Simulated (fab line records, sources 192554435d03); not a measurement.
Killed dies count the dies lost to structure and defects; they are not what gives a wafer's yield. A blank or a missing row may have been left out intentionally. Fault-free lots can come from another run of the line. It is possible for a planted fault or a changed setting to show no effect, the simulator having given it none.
A lot that was struck, set against a sound lot | flow n5 finfet | 18 steps out of a route of 1938
Sound: these wafers, L241.4, L241.5. Wafers struck: L238.1, L238.4, L238.6. At the end, the cause is stated.
At each step with rows: each side's tool, then ch and its chambers, then its first start. Under that, the readings that differ: sound wafers | struck wafers | difference of the means | sigmas: that difference in standard deviations of wafers without a fault.
alike: words and numbers the same on both sides, and readings whose means are apart by under 2 such deviations; not compared: readings that were withheld, readings missing a value for some wafer, numbers with overlapping values and no deviation given by the record, and bounds like >300 which may hide the same value.
Wherever a step has rows on one side only, a row that says differs or no value, or a row with sigmas, the two part there. Non-overlapping numbers with no deviation appear without sigmas and do not part them. A reading missing from all wafers of one side parts the sides only when that side holds two or more wafers.

first, 4 steps without rows for these wafers: N5_STI_FIN_REVEAL_PRECLEAN_25 (cleans in SPM, time 90 s); N5_STI_FIN_REVEAL_PRECLEAN_26 (cleans in SC1, time 45 s); N5_STI_FIN_REVEAL_PRECLEAN_29 (cleans in DHF, time 30 s); N5_STI_FIN_REVEAL_SRD_12 (time 30 s).
N5_STI_FIN_REVEAL_RECESS_09: chemistry HF/NH3, target SiO2, afs cycles 11, target depth 42.5 nm, sublimation time 60 s.
  sound on vapor etch-01 ch 1, day 5 22:59; struck on vapor etch-02 ch 0,1, day 5 07:24
  reading                     | sound     | struck         | difference | sigmas
  drypump motor current A (A) | 6.54 6.54 | 5.87 6.13 6.13 | -0.50      | -2
then, 2 steps without rows for these wafers: N5_STI_FIN_REVEAL_STRIP_16 (strips SiNx in H3PO4, target depth 23.8 nm); N5_STI_FIN_REVEAL_PRECLEAN_17 (cleans in NF3:NH3, afs cycles 1, time 20 s, sublimation time 60 s).
N5_STI_FIN_REVEAL_ETCH_34: etches Si in H2, material Si, target depth 0.97 nm.
  sound on rie si-03 ch 0,2, day 6 00:33; struck on rie si-05 ch 1,3, day 5 09:29
  alike: chamber pressure mTorr, drypump motor current A, he backside leak sccm, oes product au, throttle valve pct
  not compared: rf hours counter h
N5_STI_FIN_REVEAL_OXIDATION_31: chemistry O2 PLASMA REMOTE, time 20 s.
  sound on plasma asher-02 ch 0,1, day 6 00:38; struck on plasma asher-02 ch 0,1, day 5 09:33
  alike: chamber pressure mTorr, drypump motor current A, heater power w
  not compared: rf hours counter h
then, 3 steps without rows for these wafers: N5_STI_FIN_REVEAL_PRECLEAN_32 (cleans in NF3:NH3, afs cycles 1, time 20 s, sublimation time 60 s); N5_STI_FIN_REVEAL_STRIP_35 (strips Si3N4 in H3PO4, target depth 4 nm, time 39 s); N5_STI_FIN_REVEAL_SRD_21 (time 30 s).
N5_STI_FIN_REVEAL_OXIDATION_33: chemistry O2 PLASMA REMOTE, time 20 s.
  sound on plasma asher-02 ch 0, day 6 00:59; struck on plasma asher-01 ch 0,1, day 5 09:54
  no value came back on the struck wafers for chamber pressure mTorr (mTorr), drypump motor current A (A), heater power w (W); on the sound wafers chamber pressure mTorr (mTorr) reads 999.5 1000.1
  not compared: rf hours counter h
then, 2 steps without rows for these wafers: N5_STI_FIN_REVEAL_CLEAN_19 (cleans in O3/DIW, time 120 s); N5_STI_FIN_REVEAL_SRD_23 (time 30 s).
N5_STI_FIN_REVEAL_CD_MEAS_22: target cd 6.238 nm, pitch 28 nm.
  struck on cd sem-03, day 5 10:04; sound on cd sem-01, day 6 01:08
  reading    | sound     | struck         | difference | sigmas
  cd nm (nm) | 6.11 5.55 | 7.13 7.07 7.15 | +1.29      | +5
N5_STI_FIN_REVEAL_FIN_H_MEAS_10:
  struck on ocd-01, day 5 10:05; sound on ocd-01, day 6 01:10
  alike: trench depth nm
next, for these wafers, 1 step has no rows: N5_PASSIVATION_PROBE_49.

== WHERE THEY PART ==
Earliest at N5_STI_FIN_REVEAL_RECESS_09; latest, in this record, at N5_STI_FIN_REVEAL_CD_MEAS_22. Later steps at which nothing parts them and some readings are alike: N5_STI_FIN_REVEAL_FIN_H_MEAS_10.

WHY: what the simulator had put in
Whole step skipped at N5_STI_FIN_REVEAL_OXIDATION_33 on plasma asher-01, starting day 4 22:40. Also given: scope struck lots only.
